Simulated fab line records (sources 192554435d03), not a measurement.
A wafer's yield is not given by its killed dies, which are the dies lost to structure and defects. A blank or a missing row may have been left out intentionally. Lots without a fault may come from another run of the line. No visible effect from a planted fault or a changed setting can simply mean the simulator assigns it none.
fab line records    flow n5Finfet
[record] lots = 6  wafers = 18  lastDay = 22
route steps=1938 shown BEOL_M2@882 PASSIVATION@1936
lots that met no fault: taken from a fault-free run of the same line
startH: hours from the record's opening day to when the first of the lot's shown wafers began    waitH: hours elapsed since this lot's preceding step    " the same as in the row above    L1.1+2: a single row standing in for several wafers    - no value, or no start was given    * or withheld: withheld    < > ~ a bound
route shown NAME@n: names a module that has steps shown in the file, with the first one's number in the route    usual: the fault-free wafers' mean and standard deviation    same: alike in all rows    chamber/n: place in a boat    sites: per-site readings    _std_site: standard deviation across them    _edge_site: outer sites' mean less inner sites'    radiusMm: for every site, how far away it sits from the centre of the wafer    mask NAME#n: copy n    behind: the tool/chamber that last shaped the wafer    hold: cause of the lot's hold/its duration in hours/its outcome    device: the transistor (n, p or np) that didn't switch    end of line: at the end of the route, the tests of the same wafers    step lacking rows: just its recipe    killed: dies lost to structure and defects at the first sort, not the wafer's yield    map: per-die view of a wafer (x killed, . not killed, _ where there is no die)
set.NAME: the setting as run; set.NAME@STEP: as run at that earlier step    model.NAME: the simulator's own value behind a step, which no gauge read
certain route steps with their lots: each step a table, each wafer a row
services: the hour from which a tool's chamber was out of use, counted from the record's first day as startH (under 0 if before that day), plus the number of hours and why
[[steps]]
[step N5_BEOL_M2_ALD_98]
[recipe] material = SiO2  targetThkA = 25  tempC = 100  aldPrecursorFamily = BDEAS  aldCoReactant = O2-plasma  pulseTimeS = 1  coReactantPulseTimeS = 1  purgeTimeS = 2  coReactantPurgeTimeS = 2  aldCycles = 17  pressureTorr = 2
[step N5_BEOL_M2_ETCHBACK_99]
[recipe] chemistry = CHF3  target = SiO2  targetDepthA = 50  timeS = 10.4  sourceW = 215  biasW = 47  Ar_flow_sccm = 200  CHF3_flow_sccm = 12  ionEnergyEv = 100  pressureMtorr = 30
[usual] drypumpMotorCurrentA = 5.7/0.4  oesProductAu = 0.80/0.098  rfVppV = 241.2/2.5  showerheadPlenumPTorr = 2.18/0.079  throttleValvePct = 17.09/0.16
lot.wafer  tool        chamber  startH  waitH  drypumpMotorCurrentA  oesProductAu  rfHoursCounterH  rfVppV  showerheadPlenumPTorr  throttleValvePct
L108.2     rieDiel-05  0        169.69  2.9    6.3                   0.93          13               246.9   2.19                   16.94
L108.3     "           3        "       "      6.6                   0.71          188              239.2   2.23                   17.20
L108.5     "           3        "       "      6.6                   0.71          -                240.1   2.23                   17.19
L109.1     rieDiel-02  0        175.01  7.1    5.6                   0.71          191              242.6   2.06                   17.06
L109.2     "           3        "       "      5.6                   0.77          144              238.4   2.07                   17.22
L109.3     "           2        "       "      5.6                   0.80          96               242.9   2.25                   17.11
L119.1     rieDiel-05  3        281.77  63.9   6.6                   0.69          222              239.5   2.21                   17.25
L119.3     "           1        "       "      5.4                   0.89          33               239.1   2.29                   16.86
L119.4     "           1        "       "      5.4                   0.88          -                240.5   2.29                   16.83
L121.1     rieDiel-04  3        288.11  59.4   5.1                   0.94          18               241.1   2.19                   16.85
L121.2     "           2        "       "      5.1                   0.67          249              238.8   2.12                   17.26
L121.4     "           0        "       "      6.1                   0.89          39               243.2   2.28                   16.91
L124.2     rieDiel-04  0        302.81  42.2   6.1                   0.88          45               243.1   2.28                   16.93
L124.3     "           1        "       "      5.6                   0.83          85               241.1   2.08                   17.24
L124.6     "           3        "       "      5.1                   0.94          -                240.7   2.19                   16.86
L127.1     rieDiel-02  1        313.51  37.3   5.8                   0.70          210              238.5   2.22                   17.15
L127.2     "           2        "       "      5.7                   0.76          142              245.0   2.24                   17.16
L127.5     "           2        "       "      5.7                   0.75          -                244.7   2.24                   17.18
[step N5_BEOL_M2_ETCH_70]
[recipe] chemistry = N2/H2  target = SOC  targetDepthA = 800  overetchA = 240  maskMaterial = SiARC  tempC = 40  timeS = 130  ionEnergyEv = 200  pressureMtorr = 30  sourceW = 840  biasW = 150  n2FlowSccm = 200  h2FlowSccm = 200
[step N5_BEOL_M2_STRIP_71]
[recipe] chemistry = N2/H2  tempC = 40  n2FlowSccm = 200  h2FlowSccm = 200  rfFrequencyHz = 6e+07
[step N5_BEOL_M2_STRIP_78]
[recipe] chemistry = N2/H2  tempC = 40  n2FlowSccm = 200  h2FlowSccm = 200  rfFrequencyHz = 6e+07
[step N5_BEOL_M2_VIA_ETCH_34]
[recipe] chemistry = C4F6/O2  targetDepthA = 694  maskMaterial = SOC  pressureMtorr = 15  ionEnergyEv = 250  taperDeg = 4  timeS = 65.9  sourceW = 350  biasW = 170  Ar_flow_sccm = 300  C4F6_flow_sccm = 10  O2_flow_sccm = 10
[step N5_BEOL_M2_STRIP_83]
[recipe] chemistry = C4F6/O2  resist = SiARC  rfFrequencyHz = 6e+07
[step N5_BEOL_M2_STRIP_36]
[recipe] chemistry = N2/H2  powerW = 450  tempC = 40  pressureMtorr = 20  rfFrequencyHz = 6e+07  overashFraction = 0.3  biasPowerW = 7  h2Frac = 0.5  n2FlowSccm = 200  h2FlowSccm = 200
[step N5_BEOL_M2_TRENCH_ETCH_37]
[recipe] chemistry = C4F6/O2  targetDepthA = 555.55  target = SiOC  timeS = 29.2  ionEnergyEv = 250  pressureMtorr = 30  sourceW = 355  biasW = 185  Ar_flow_sccm = 300  C4F6_flow_sccm = 10  O2_flow_sccm = 10
[step N5_BEOL_M2_ETCH_41]
[recipe] chemistry = CH3F/O2  target = SiCN  targetDepthA = 299  taperDeg = 2  timeS = 52.5  ionEnergyEv = 120  maskMaterial = TiN  pressureMtorr = 30  sourceW = 395  biasW = 75  Ar_flow_sccm = 150  CH3F_flow_sccm = 30  O2_flow_sccm = 20
[step N5_BEOL_M2_STRIP_97]
[recipe] chemistry = N2/H2  timeS = 10  powerW = 450  tempC = 40  pressureMtorr = 20  rfFrequencyHz = 6e+07  biasPowerW = 7  n2FlowSccm = 200  h2FlowSccm = 200
[step N5_BEOL_M2_OCD_MEAS_38]
[usual] trenchDepthNm = 55.2/0.88
lot.wafer  tool    chamber  startH  waitH  trenchDepthNm
L108.2     ocd-02  -        170.09  -      55.9
L108.3     "       -        "       "      55.7
L108.5     "       -        "       "      54.5
L109.1     ocd-02  -        175.41  -      56.1
L109.2     "       -        "       "      54.7
L109.3     "       -        "       "      56.3
L119.1     ocd-02  -        282.17  -      54.4
L119.3     "       -        "       "      54.8
L119.4     "       -        "       "      55.5
L121.1     ocd-01  -        288.50  -      56.6
L121.2     "       -        "       "      54.2
L121.4     "       -        "       "      56.7
L124.2     ocd-02  -        303.21  -      56.5
L124.3     "       -        "       "      54.8
L124.6     "       -        "       "      56.9
L127.1     ocd-02  -        313.91  -      55.1
L127.2     "       -        "       "      54.9
L127.5     "       -        "       "      55.9
[step N5_BEOL_M2_HM_STRIP_39]
[recipe] chemistry = peroxideTinStrip  material = TiN  targetDepthA = 250  tempC = 50  timeS = 158
[usual] bathHeatDutyPct = 6.8/0.8
lot.wafer  tool         chamber  startH  waitH  bathHeatDutyPct
L108.2     wetBench-06  5        170.12  0.0    6.9
L108.3     "            7        "       "      6.2
L108.5     "            6        "       "      6.9
L109.1     wetBench-06  1        175.44  0.0    6.4
L109.2     "            0        "       "      7.0
L109.3     "            7        "       "      6.9
L119.1     wetBench-05  2        282.20  0.0    6.5
L119.3     "            4        "       "      7.6
L119.4     "            1        "       "      8.8
L121.1     wetBench-05  5        288.54  0.0    8.3
L121.2     "            4        "       "      6.7
L121.4     "            0        "       "      6.5
L124.2     wetBench-06  2        303.24  0.0    7.3
L124.3     "            0        "       "      6.4
L124.6     "            3        "       "      8.0
L127.1     wetBench-05  0        313.94  0.0    5.4
L127.2     "            6        "       "      6.5
L127.5     "            2        "       "      6.7
[step N5_BEOL_M2_SRD_40]
[recipe] timeS = 30  tempC = 23  rinseLiquid = diw  dry = ipaMarangoni
[step N5_BEOL_M2_PRECLEAN_42]
[recipe] chemistry = residueRemover  timeS = 60  tempC = 40
[step N5_BEOL_M2_SRD_43]
[recipe] timeS = 30  tempC = 23  rinseLiquid = diw  dry = ipaMarangoni
[step N5_BEOL_M2_CD_MEAS_35]
[recipe] targetCdNm = 18  targetCdYNm = 22.2  polarity = opening
[usual] cdNm = 18.0/0.31
lot.wafer  tool      chamber  startH  waitH  cdNm
L108.2     cdSem-02  -        170.25  0.0    18.3
L108.3     "         -        "       "      18.1
L108.5     "         -        "       "      18.1
L109.1     cdSem-01  -        175.56  0.0    17.9
L109.2     "         -        "       "      17.7
L109.3     "         -        "       "      17.6
L119.1     cdSem-01  -        282.34  0.0    18.2
L119.3     "         -        "       "      18.2
L119.4     "         -        "       "      18.2
L121.1     cdSem-01  -        288.67  0.0    18.2
L121.2     "         -        "       "      17.8
L121.4     "         -        "       "      18.1
L124.2     cdSem-03  -        303.36  0.0    18.1
L124.3     "         -        "       "      18.0
L124.6     "         -        "       "      17.7
L127.1     cdSem-01  -        314.07  0.0    18.4
L127.2     "         -        "       "      17.9
L127.5     "         -        "       "      17.8
[step N5_BEOL_M2_DEGAS_44]
[recipe] ambient = vacuum  tempC = 250  timeS = 60
[step N5_BEOL_M2_PRE_CLEAN_45]
[recipe] gas = H2/He  timeS = 30  tempC = 250
[step N5_BEOL_M2_ALD_84]
[recipe] material = TaN  targetThkA = *  tempC = 275  aldPrecursorFamily = PDMAT  aldCoReactant = NH3  pressureTorr = 3  carrierFlowSccm = 1500  pulseTimeS = 2  purgeTimeS = 3  coReactantPurgeTimeS = 2  coReactantPulseTimeS = 3  aldCycles = 30  precursorVesselTempC = 75  precursorVesselPressureTorr = 26.25  precursorVesselCarrierSccm = 1000
[step N5_BEOL_M2_SURFACE_TREAT_85]
[recipe] gas = Ar  timeS = *  ionEnergyEv = *  ionCurrentMaCm2 = 0.5  pressureMtorr = *  arFlowSccm = 30
[step N5_BEOL_M2_CVD_47]
[recipe] material = Co  targetThkA = 30  tempC = withheld  precursor = CCTBA/H2  pressureTorr = 30  timeS = 223.8
[step N5_BEOL_M2_SPUTTER_48]
[recipe] material = Cu  targetThkA = 45  tempC = -20  chamberPressurePa = 0.07  powerW = withheld  timeS = 8.29
[usual] chamberPressurePa = 0.07002/0.00014  throttleValvePct = 29.6/1
lot.wafer  tool           chamber  startH  waitH  chamberPressurePa  throttleValvePct
L108.2     pvdSputter-01  -        171.35  0.3    0.07011            28.3
L108.3     "              -        "       "      0.07015            29.3
L108.5     "              -        "       "      0.07007            29.5
L109.1     pvdSputter-01  -        176.54  0.2    0.06994            31.5
L109.2     "              -        "       "      0.07009            28.5
L109.3     "              -        "       "      0.07007            29.9
L119.1     pvdSputter-01  -        283.35  0.1    0.07022            28.4
L119.3     "              -        "       "      0.0701             31.3
L119.4     "              -        "       "      0.07002            29.8
L121.1     pvdSputter-01  -        289.66  0.4    0.06963            30.0
L121.2     "              -        "       "      0.07024            28.4
L121.4     "              -        "       "      0.06998            29.5
L124.2     pvdSputter-01  -        303.95  0.1    0.07002            31.2
L124.3     "              -        "       "      0.07005            30.2
L124.6     "              -        "       "      0.06998            29.4
L127.1     pvdSputter-01  -        316.79  2.0    0.07007            29.4
L127.2     "              -        "       "      0.07014            28.5
L127.5     "              -        "       "      0.06994            29.4
[step N5_BEOL_M2_ANNEAL_49]
[recipe] tempC = 400  timeS = 240  ambient = vacuum
[step N5_BEOL_M2_SPUTTER_79]
[recipe] material = Cu  targetThkA = 45  tempC = -20  chamberPressurePa = 0.07  powerW = withheld  timeS = 8.29
[usual] chamberPressurePa = 0.07001/0.00016  throttleValvePct = 29.6/1
lot.wafer  tool           chamber  startH  waitH  chamberPressurePa  throttleValvePct
L108.2     pvdSputter-01  -        171.57  0.1    0.06984            28.3
L108.3     "              -        "       "      0.07018            29.4
L108.5     "              -        "       "      0.07002            29.4
L109.1     pvdSputter-01  -        176.76  0.1    0.06999            31.5
L109.2     "              -        "       "      0.07012            28.6
L109.3     "              -        "       "      0.06991            29.9
L119.1     pvdSputter-01  -        283.57  0.1    0.06996            28.3
L119.3     "              -        "       "      0.07007            31.5
L119.4     "              -        "       "      0.06978            29.4
L121.1     pvdSputter-01  -        289.88  0.1    0.07012            30.3
L121.2     "              -        "       "      0.06991            28.4
L121.4     "              -        "       "      0.06992            29.4
L124.2     pvdSputter-01  -        304.17  0.1    0.06981            31.5
L124.3     "              -        "       "      0.07004            30.2
L124.6     "              -        "       "      0.06991            29.6
L127.1     pvdSputter-01  -        317.01  0.1    0.07008            29.3
L127.2     "              -        "       "      0.07001            28.8
L127.5     "              -        "       "      0.07042            29.6
[step N5_BEOL_M2_ANNEAL_80]
[recipe] tempC = 400  timeS = 240  ambient = vacuum
[step N5_BEOL_M2_SPUTTER_81]
[recipe] material = Cu  targetThkA = 45  tempC = -20  chamberPressurePa = 0.07  powerW = withheld  timeS = 8.29
[step N5_BEOL_M2_ANNEAL_82]
[recipe] tempC = 400  timeS = 240  ambient = vacuum
[step N5_BEOL_M2_SPUTTER_86]
[recipe] material = Cu  targetThkA = 45  tempC = -20  chamberPressurePa = 0.07  powerW = withheld  timeS = 8.29
[step N5_BEOL_M2_ANNEAL_87]
[recipe] tempC = 400  timeS = 240  ambient = vacuum
[step N5_BEOL_M2_SPUTTER_88]
[recipe] material = Cu  targetThkA = 45  tempC = -20  chamberPressurePa = 0.07  powerW = withheld  timeS = 8.29
[step N5_BEOL_M2_ANNEAL_89]
[recipe] tempC = 400  timeS = 240  ambient = vacuum
[step N5_BEOL_M2_SPUTTER_90]
[recipe] material = Cu  targetThkA = 45  tempC = -20  chamberPressurePa = 0.07  powerW = withheld  timeS = 8.29
[step N5_BEOL_M2_ANNEAL_91]
[recipe] tempC = 400  timeS = 240  ambient = vacuum
[step N5_BEOL_M2_SPUTTER_92]
[recipe] material = Cu  targetThkA = 45  tempC = -20  chamberPressurePa = 0.07  powerW = withheld  timeS = 8.29
[step N5_BEOL_M2_ANNEAL_93]
[recipe] tempC = 400  timeS = 240  ambient = vacuum
[usual] heaterPowerW = 791/69
lot.wafer  tool           chamber  startH  waitH  heaterPowerW
L108.2     pvdSputter-01  -        172.75  0.0    831
L108.3     "              -        "       "      821
L108.5     "              -        "       "      833
L109.1     pvdSputter-01  -        177.94  0.0    734
L109.2     "              -        "       "      812
L109.3     "              -        "       "      724
L119.1     pvdSputter-01  -        284.75  0.0    792
L119.3     "              -        "       "      711
L119.4     "              -        "       "      829
L121.1     pvdSputter-01  -        291.06  0.0    724
L121.2     "              -        "       "      811
L121.4     "              -        "       "      841
L124.2     pvdSputter-01  -        305.35  0.0    713
L124.3     "              -        "       "      712
L124.6     "              -        "       "      827
L127.1     pvdSputter-01  -        318.19  0.0    813
L127.2     "              -        "       "      837
L127.5     "              -        "       "      820
[step N5_BEOL_M2_SPUTTER_94]
[recipe] material = Cu  targetThkA = 45  tempC = -20  chamberPressurePa = 0.07  powerW = withheld  timeS = 8.29
[step N5_BEOL_M2_ANNEAL_95]
[recipe] tempC = 400  timeS = 240  ambient = vacuum
[step N5_BEOL_M2_SPUTTER_96]
[recipe] material = Cu  targetThkA = 45  tempC = -20  chamberPressurePa = 0.07  powerW = withheld  timeS = 8.29
[step N5_BEOL_M2_ECD_50]
[recipe] material = Cu  targetThkA = 3000
[step N5_BEOL_M2_ANNEAL_51]
[recipe] tempC = 225  timeS = 90  ambient = N2
[step N5_BEOL_M2_CMP_52]
[recipe] stopOn = SiOC  tOverpolishS = 6.8  downForcePsi = 1  platenRpm = 50  clearingPlatenDownForcePsi = 1.5  clearingPlatenRpm = 50  postCmpClean = cuAlkaline  targetThkNm = 40  clearingPlatenPadVelocityMS = 0.99484  padVelocityMS = 0.99484
[usual] barrierFieldEndpointS = 24.6/0.55  clearingPlatenDownForcePsi = 1.5002/0.003  motorCurrentA = 6.2/0.66  overpolishRunS = 6.799/0.0097  slurryFilterDpKPa = 13.50/0.14  timeToEndpointS = 62.1/2.5
lot.wafer  tool    chamber  startH  waitH  barrierFieldEndpointS  clearingPlatenDownForcePsi  motorCurrentA  overpolishRunS  slurryFilterDpKPa  timeToEndpointS
L108.2     cmp-01  0        173.61  0.2    24.2                   1.4992                      6.4            6.803           13.72              56.9
L108.3     "       3        "       "      24.6                   1.4978                      6.8            6.804           13.34              62.5
L108.5     "       0        "       "      24.7                   1.4988                      6.2            6.785           13.76              60.0
L109.2     cmp-04  0        178.80  0.2    24.7                   1.5005                      5.6            6.790           13.63              63.5
L109.3     "       1        "       "      24.6                   1.4975                      6.9            6.799           13.67              64.7
L109.1     "       2        "       "      25.0                   1.5048                      6.1            6.791           13.46              62.8
L119.1     cmp-03  2        285.60  0.3    23.3                   1.5016                      5.4            6.794           13.49              57.1
L119.3     "       0        "       "      24.2                   1.5017                      5.5            6.799           13.46              61.0
L119.4     "       1        "       "      24.7                   1.5006                      6.2            6.797           13.58              58.7
L121.1     cmp-03  0        291.91  0.3    24.0                   1.5085                      5.8            6.783           13.50              59.4
L121.4     "       1        "       "      24.5                   1.4974                      6.4            6.802           13.39              61.5
L121.2     "       3        "       "      23.5                   1.5072                      6.6            6.804           13.23              60.3
L124.3     cmp-01  1        306.27  0.2    24.1                   1.4987                      4.7            6.824           13.52              60.2
L124.2     "       0        "       "      25.0                   1.4987                      6.2            6.788           13.55              63.2
L124.6     "       2        "       "      24.9                   1.4975                      7.2            6.798           13.65              62.2
L127.1     cmp-04  3        319.12  0.3    24.3                   1.5009                      6.6            6.798           13.49              61.6
L127.2     "       0        "       "      24.9                   1.4914                      6.0            6.801           13.45              62.8
L127.5     "       2        "       "      24.8                   1.4973                      6.2            6.794           13.56              58.6
[step N5_PASSIVATION_PROBE_49]
[usual] defectLimitedYield = 91.4/1.2  killed_at_M0_to_M3 = 34/10  killed_at_M4_up = 14/5.1  killedAtContacts = 12/6.4  killedAtFrontEnd = 38/9.3  killedAtOther = 4/3  killedDies = 102/15  killedOnRim = 13/3.6  killedOpen = 67/12  killedShort = 33/6.9  sort_bin_5_function = 5.0/0.86  sort_bin_6_memory = 3.2/0.58  sortNPass = 1078/15  sortYieldPct = 91.4/1.2
[same] grossDies = 1180  killedAtBackSide = 0  sort_bin_4_leakage[%] = 0  sort_bin_8_speed[%] = 0
lot.wafer  tool       chamber  startH  waitH  defectLimitedYield[%]  killed_at_M0_to_M3  killed_at_M4_up  killedAtContacts  killedAtFrontEnd  killedAtOther  killedDies  killedOnRim  killedOpen  killedShort  sort_bin_5_function[%]  sort_bin_6_memory[%]  sortNPass  sortYieldPct[%]
L108.2     prober-01  -        330.47  0.1    84.2                   119                 15               5                 36                12             187         34           63          26           8.8                     4.1                   993        84.2
L108.3     prober-01  -        330.52  0.1    82.6                   135                 16               16                35                3              205         27           70          29           10.5                    4.2                   975        82.6
L108.5     prober-01  -        330.62  0.2    79.7                   156                 13               12                51                7              239         28           88          24           12.6                    4.5                   941        79.7
L109.1     prober-02  -        337.18  0.0    82.5                   159                 11               5                 29                2              206         8            46          18           11.6                    3.1                   974        82.5
L109.2     prober-02  -        337.23  0.1    82.2                   159                 4                15                28                4              210         19           45          32           10.3                    3.6                   970        82.2
L109.3     prober-02  -        337.28  0.1    83.6                   130                 10               20                32                2              194         27           59          29           10.3                    3.4                   986        83.6
L121.1     prober-02  -        451.83  0.0    89.9                   41                  13               9                 50                6              119         18           80          39           5.3                     4.2                   1061       89.9
L121.2     prober-02  -        451.88  0.1    91.9                   27                  21               7                 28                13             96          10           67          27           4.3                     3.7                   1084       91.9
L121.4     prober-02  -        451.98  0.2    92.5                   23                  17               6                 35                8              89          11           61          28           5.1                     2.1                   1091       92.5
// killed by level:class
L108.2 BEOL_M2:unspecified=96 STI_FIN_REVEAL:geometricParticle:open=10 FIN_SAQP:geometricParticle:open=7 BEOL_M2:geometricParticle:open=6 GATE_CUT:geometricParticle:short=5 BEOL_M0_SAQP:geometricParticle:open=5 BEOL_M3:geometricParticle:open=5 MOL_CONTACT_COAG:geometricParticle:open=4
L108.3 BEOL_M2:unspecified=104 BEOL_M3:geometricParticle:open=18 MOL_CONTACT_COAG:geometricParticle:open=13 GATE_CUT:geometricParticle:short=7 STI_FIN_REVEAL:geometricParticle:open=6 BEOL_M4:geometricParticle:open=5 GATE_CUT:geometricParticle:open=4 BEOL_M0_SAQP:geometricParticle:open=4
L108.5 BEOL_M2:unspecified=125 FIN_SAQP:geometricParticle:open=22 MOL_CONTACT_COAG:geometricParticle:open=12 BEOL_M2:geometricParticle:open=10 BEOL_M0_SAQP:geometricParticle:open=8 FIN_SAQP:geometricParticle:short=7 STI_FIN_REVEAL:geometricParticle:open=6 BEOL_M3:geometricParticle:open=5
L109.1 BEOL_M2:unspecified=140 BEOL_M3:geometricParticle:open=9 FIN_SAQP:geometricParticle:open=5 BEOL_M0_SAQP:geometricParticle:open=5 GATE_CUT:geometricParticle:short=4 MOL_CONTACT_COAG:geometricParticle:open=4 BEOL_M4:geometricParticle:open=4 FIN_SAQP:geometricParticle:short=3
L109.2 BEOL_M2:unspecified=133 MOL_CONTACT_COAG:geometricParticle:open=9 BEOL_M0_SAQP:geometricParticle:short=7 MOL_CONTACT_COAG:geometricParticle:short=6 DUMMY_GATE:geometricParticle:open=5 BEOL_M2:geometricParticle:open=5 BEOL_M3:geometricParticle:open=5 FIN_SAQP:geometricParticle:open=4
L109.3 BEOL_M2:unspecified=105 MOL_CONTACT_COAG:geometricParticle:open=14 FIN_SAQP:geometricParticle:open=9 BEOL_M2:geometricParticle:open=7 BEOL_M3:geometricParticle:open=7 STI_FIN_REVEAL:geometricParticle:open=6 MOL_CONTACT_COAG:geometricParticle:short=6 BEOL_M3:geometricParticle:short=6
L121.1 STI_FIN_REVEAL:geometricParticle:open=22 BEOL_M0_SAQP:geometricParticle:short=10 BEOL_M3:geometricParticle:open=9 FIN_SAQP:geometricParticle:short=7 MOL_CONTACT_COAG:geometricParticle:open=7 BEOL_M1:geometricParticle:open=7 BEOL_M0_SAQP:geometricParticle:open=6 FIN_SAQP:geometricParticle:open=5
L121.2 BEOL_M4:geometricParticle:open=11 STI_FIN_REVEAL:geometricParticle:open=8 BEOL_M0_SAQP:geometricParticle:open=8 BEOL_M2:geometricParticle:open=7 MOL_CONTACT_COAG:geometricParticle:open=6 FIN_SAQP:geometricParticle:open=4 DUMMY_GATE:geometricParticle:open=4 PAD_METAL:geometricParticle:short=4
L121.4 STI_FIN_REVEAL:geometricParticle:open=8 MOL_CONTACT_COAG:geometricParticle:open=6 BEOL_M3:geometricParticle:open=6 FIN_SAQP:geometricParticle:short=5 BEOL_M0_SAQP:geometricParticle:open=5 BEOL_M2:geometricParticle:open=5 BEOL_M4:geometricParticle:open=5 STI_FIN_REVEAL:geometricParticle:short=4
// map L108.5 (x killed, . not)
_________________..x...x....x________________
______________....xx......x....x_____________
___________.x............x.........__________
__________.......x......x..........._________
________.....................x.......x_______
_______......x..xx........xx.......x.x.______
______.x......x...x.........x.......x..._____
_____........x...........x.........xxxxxx____
____.....x...x................x..xx.xxxxx.___
___..........x..............x.x.xxxxxxxxxxx__
___x............x.x....x.....x.xxxxxxxxxxxx__
__............x...x..x....x...xxxxxxxxxxxxxx_
__.........x.....xx........x...xxxxxxxxxxxxx_
_......................x...x..xxxxxxxxxxxxxxx
_.........x..x....x.x...........xxxxxxxxxxxx.
_....x...................x.......xxxxxxxxxxxx
_..........x............x........xxxxxxxxxxx.
_..x..x.........................x.x..x.x.x...
_........................x...x...x.....x.....
_...x....x...............x.....x....x..x.x...
_...x........xx..............................
__........x...x...............x..........x.._
__.....x..............x...............x.x..x_
___.......x..x....x..x..........xx..x..x...__
___x...xx......xx..........................__
____.....................x..x............x___
_____..............x.x........x.........x____
______.....x.......x.............xx....._____
_______.........x............x.x.......______
________.x.x.xx...........x..........._______
__________...............x..x......._________
___________x...x.........x.x.......__________
______________....x............._____________
_________________..........x.________________
// map L109.2 (x killed, . not)
_________________............________________
______________.................._____________
___________........................__________
__________x...................x....._________
________...x..............xx.........._______
_______.................x.............x______
______..x..x................x..........._____
_____....................................____
____................x...............x.....___
___......x.....x................x..........__
___..................x..x.x..........x.....__
__...............x.........................._
__.x............x...............x..........._
_.........x..........................x......x
_.............xx..........x..................
_....x...........x.....xx....................
_........x...................................
_.............x.......x......x...x...x...x.xx
_....x.xxxxx.x......x................x......x
_..x.xxxxxxxxxx.........x.x......x.......x...
_...xxxxxxxxxxxx.xx...............x..........
__.xx.xxxxxxxxxx...x.....x............x....x_
__..xxxxxxxxxxxxxx.........x................_
___xxxxxxxxxxxxxxxx...........x.......x....__
___xxxxxxxxxxxxx.xx........................__
____xxxxxxxxxxxx.x...x.x..xx.x............___
_____xxxxxxxxxxxxx......................x____
______xxxxxxxxxx.............x..x.....x._____
_______xxxxxx..xx......x....x......x...______
________...x.....x.....x.............._______
__________....x..........x..x......._________
___________.....x...........x......__________
______________.................._____________
_________________............________________
[[services]]
tool         chamber  startH  hours  kind
rieDiel-04   0        157.01  -      clean
rieDiel-04   0        157.01  -      consumableReplace:focusRing
rieDiel-04   0        157.01  -      consumableReplace:showerhead
rieDiel-04   0        157.01  20.0   scheduledDown
rieDiel-04   0        157.01  20.0   ventCycle
rieDiel-05   1        157.39  -      clean
rieDiel-05   1        157.39  -      consumableReplace:focusRing
rieDiel-05   -        172.97  2.8    pm
cmp-04       -        187.56  0.4    repair
wetBench-06  -        219.16  1.9    pm
cmp-04       -        233.46  4.0    pm
cmp-03       -        235.38  10.9   pm
rieDiel-02   -        238.40  0.2    repair
rieDiel-02   0        251.28  2.0    repair
cmp-03       -        255.03  0.4    repair
cmp-04       -        264.82  0.8    repair
cmp-03       -        270.86  1.0    repair
wetBench-05  -        277.28  0.9    repair
cmp-01       -        278.77  2.6    repair
cmp-04       -        288.21  0.8    repair
cmp-01       -        298.90  1.8    repair
cmp-03       -        303.08  2.8    repair
cmp-04       -        303.73  2.6    repair
cmp-03       -        313.46  4.0    pm
[[key]]
[firstSign] step = N5_PASSIVATION_PROBE_49  reading = killed_at_M0_to_M3  direction = up  sigmas = 10  usual = 34  struck = 143
[effect] step = N5_PASSIVATION_PROBE_49  reading = killedDies  direction = up  sigmas = 7.2  usual = 102  struck = 207
[moreKillsBornAt] N5_BEOL_M2_HM_STRIP_39@wetBench-06 = 703
metAt N5_BEOL_M2_HM_STRIP_39
struckWafers L108.2,L108.3,L108.5,L109.1,L109.2,L109.3
[fault] kind = chamberParticleSource  tool = wetBench-06  chamber = -  onsetH = 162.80  steps = N5_BEOL_M2_HM_STRIP_39  ratePerVisitCm2 = 1.3273  endH = 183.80
